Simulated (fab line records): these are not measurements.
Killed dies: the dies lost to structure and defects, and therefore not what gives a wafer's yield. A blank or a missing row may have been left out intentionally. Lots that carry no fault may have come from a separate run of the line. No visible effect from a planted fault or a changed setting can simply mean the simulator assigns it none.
Check of tool commonality    flow nand-harc    11 lots and 33 wafers in the sample

REASON FOR OPENING
Flagged at NHARC_A_M1_INSPECT_11: reading raw-defect-count, on 2 of 11 lots. No-fault wafers: 35, standard deviation 15.
Rule: a lot gets a flag if all its wafers with a number sit over 4 standard deviations from that mean, or if no wafer of it has a number. All remaining lots are regarded as sound.

lot   measured      on                 raw-defect-count, wafer by wafer  flag
L110  day 18 04:56  defect-inspect-01  38 33 31                          
L112  day 18 11:17  defect-inspect-02  7 16 10                           
L117  day 19 12:44  defect-inspect-02  42 41 41                          
L118  day 20 08:28  defect-inspect-02  41 37 37                          
L120  day 20 08:55  defect-inspect-02  23 28 28                          
L121  day 20 23:38  defect-inspect-01  39 37 36                          
L119  day 21 03:04  defect-inspect-01  52 42 41                          
L123  day 21 18:51  defect-inspect-01  408 367 397                       FLAGGED
L126  day 22 11:08  defect-inspect-01  44 37 43                          
L127  day 22 13:19  defect-inspect-01  373 429 398                       FLAGGED
L130  day 22 20:40  defect-inspect-02  23 14 27                          
The numbers of the flagged lots are 395 on average: +360 against the usual, or +24 standard deviations.

EACH LOT AND THE TOOL IT RAN ON
The record keeps 1 process step preceding the reading, out of 1159 steps on the route. Every cell lists first the tool, next ch and the chambers used by the sampled wafers, and last the start.
lot   flag     NHARC_A_M0_PRE_CLEAN_31
L110           pecvd-01 ch 1,2, day 18 03:22
L112           pecvd-01 ch 1,2, day 18 09:50
L117           pecvd-01 ch 0,2, day 19 11:25
L118           pecvd-04 ch 0,1,2, day 20 06:54
L120           pecvd-04 ch 0,1,2, day 20 07:18
L121           pecvd-04 ch 1,2, day 20 22:12
L119           pecvd-01 ch 0,1,2, day 21 01:37
L123  FLAGGED  pecvd-01 ch 0,1, day 21 17:25
L126           pecvd-04 ch 0,1, day 22 09:41
L127  FLAGGED  pecvd-01 ch 0,2, day 22 11:52
L130           pecvd-03 ch 0,2, day 22 19:22
What these steps do:
- NHARC_A_M0_PRE_CLEAN_31: time 12 s.
- NHARC_A_M1_INSPECT_11

FLAGGED OVER TOTAL, TOOL BY TOOL (the gauges that took the reading come last)
step                     tool               lots run  flagged  share of the flagged lots  sound lots run after its first flagged lot
NHARC_A_M0_PRE_CLEAN_31  pecvd-01           6         2        all                        0
NHARC_A_M0_PRE_CLEAN_31  pecvd-03           1         0        none                       -
NHARC_A_M0_PRE_CLEAN_31  pecvd-04           4         0        none                       -
NHARC_A_M1_INSPECT_11    defect-inspect-01  6         2        all                        1 (L126)
NHARC_A_M1_INSPECT_11    defect-inspect-02  5         0        none                       -

WHAT THE TABLE PERMITS
Rows of the table that ran all the flagged lots, 2 in number: pecvd-01 at NHARC_A_M0_PRE_CLEAN_31; defect-inspect-01 at NHARC_A_M1_INSPECT_11.
- pecvd-01 at NHARC_A_M0_PRE_CLEAN_31 ran 6 lots, 2 of them flagged. It ran its last sound lot, L119, at day 21 01:37 and its first flagged lot, L123, at day 21 17:25: a fault with its onset between the two fits.
- defect-inspect-01 at NHARC_A_M1_INSPECT_11 ran 6 lots, 2 of them flagged. Lots that were sound ran on it after the first flagged one (L126); a persistent fault on the entire tool would not allow that.
One tool is left: pecvd-01 at NHARC_A_M0_PRE_CLEAN_31.

WHAT HAD BEEN PUT IN BY THE SIMULATOR
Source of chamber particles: pecvd-01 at NHARC_A_M0_PRE_CLEAN_31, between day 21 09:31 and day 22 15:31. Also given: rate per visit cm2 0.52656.
Shown lots that were struck: L123, L127. The rule above reached the same finding.
